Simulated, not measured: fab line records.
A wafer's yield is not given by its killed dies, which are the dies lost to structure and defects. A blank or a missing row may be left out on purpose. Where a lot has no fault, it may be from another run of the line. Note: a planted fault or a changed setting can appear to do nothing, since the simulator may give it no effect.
One fault seen from 3 desks / flow n5Finfet / only its own numbers are on each desk; what lay behind them is given at the end

THE DEFECT DESK
For each lot, the counts of the inspections along the route, averaged over the sampled wafers that have a number. If a lot's mean is further than 4 standard deviations from the usual mean, the lot is out of limits and carries the mark OUT (the distance appears in the brackets).
Columns: A = rawDefectCount at N5_GATE_CUT_INSPECT_15, usual 127
lot=L873; first seen here=day 5 20:19; A=98
lot=L874; first seen here=day 6 04:43; A=174
lot=L881; first seen here=day 7 18:48; A=112
lot=L885; first seen here=day 8 16:21; A=150
lot=L888; first seen here=day 9 18:21; A=116
lot=L890; first seen here=day 10 01:18; A=128
lot=L891; first seen here=day 10 08:26; A=120
This desk's verdict: no lot among the 7 shows anything out of limits.

THE METROLOGY DESK
Lot by lot, what the gauges showed, no matter which tool ran the lot: averages of those sampled wafers that carry a number. If a lot's mean is further than 4 standard deviations from the usual mean, the lot is out of limits and carries the mark OUT (the distance appears in the brackets). Of its 12 readings 7 are shown: those that lie furthest out on some lot.
Columns: A = cdNm at N5_GATE_CUT_CD_MEAS_13, usual 19.84 nm; B = GATE_CUT_OVL at N5_GATE_CUT_OVL_MEAS_14, usual 0.2 nm; C = DIBL_N at N5_BEOL_M4_RC_MEAS_101, usual 35.8 mV/V; D = DIBL_P at N5_BEOL_M4_RC_MEAS_101, usual 35.9 mV/V; E = ION_P at N5_BEOL_M4_RC_MEAS_101, usual 462 uA/um; F = SS_P at N5_BEOL_M4_RC_MEAS_101, usual 73.2 mV/dec; G = VT_N at N5_BEOL_M4_RC_MEAS_101, usual 250 mV
lot=L873; first seen here=day 5 20:14; A=20.00; B=-0.2; C=36.2; D=34.6; E=462; F=73.0; G=249
lot=L874; first seen here=day 6 04:37; A=19.66; B=0.0; C=36.8; D=38.6; E=461; F=73.2; G=250
lot=L881; first seen here=day 7 18:43; A=19.95; B=-0.8; C=34.7; D=34.2; E=458; F=72.8; G=254
lot=L885; first seen here=day 8 16:16; A=19.75; B=0.2; C=36.1; D=36.7; E=461; F=73.7; G=247
lot=L888; first seen here=day 9 18:16; A=19.88; B=0.8; C=33.5; D=34.5; E=472; F=72.4; G=252
lot=L890; first seen here=day 10 01:13; A=19.97; B=-0.8; C=35.9; D=35.5; E=464; F=72.7; G=251
lot=L891; first seen here=day 10 08:21; A=20.23; B=0.5; C=36.0; D=35.6; E=464; F=72.8; G=254
This desk's verdict: no lot among the 7 shows anything out of limits.

AT THE TOOL OWNER'S DESK: rieDiel-05
The tool's own readings at N5_GATE_CUT_DESCUM_18 (chemistry O2, time 7 s): means of the sampled wafers that have a number, for each lot that ran on this tool. If a lot's mean is further than 4 standard deviations from the usual mean, the lot is out of limits and carries the mark OUT (the distance appears in the brackets).
Columns: A = drypumpMotorCurrentA at N5_GATE_CUT_DESCUM_18, usual 5.62 A; B = o2FlowSccm at N5_GATE_CUT_DESCUM_18, usual 225.0 sccm; C = oesProductAu at N5_GATE_CUT_DESCUM_18, usual 0.76 a.u.; D = rfVppV at N5_GATE_CUT_DESCUM_18, usual 243.6 V; E = showerheadPlenumPTorr at N5_GATE_CUT_DESCUM_18, usual 2.12 Torr; F = throttleValvePct at N5_GATE_CUT_DESCUM_18, usual 20.43 %
lot=L881; first seen here=day 7 18:50; A=5.79; B=224.6; C=0.73; D=242.9; E=2.12; F=20.48
lot=L888; first seen here=day 9 18:23; A=5.42; B=225.2; C=0.74; D=242.2; E=2.09; F=20.48
lot=L890; first seen here=day 10 01:45; A=5.62; B=224.3; C=0.79; D=242.9; E=2.13; F=20.29
lot=L891; first seen here=day 10 08:28; A=5.39; B=224.5; C=0.81; D=243.4; E=2.11; F=20.29
This desk's verdict: no lot among the 4 shows anything out of limits.

BROUGHT TOGETHER
The defect desk saw nothing out of limits.
Metrology desk: nothing out of limits seen.
The desk of the tool owner found nothing out of limits.

WHAT THE SIMULATOR HAD PUT IN
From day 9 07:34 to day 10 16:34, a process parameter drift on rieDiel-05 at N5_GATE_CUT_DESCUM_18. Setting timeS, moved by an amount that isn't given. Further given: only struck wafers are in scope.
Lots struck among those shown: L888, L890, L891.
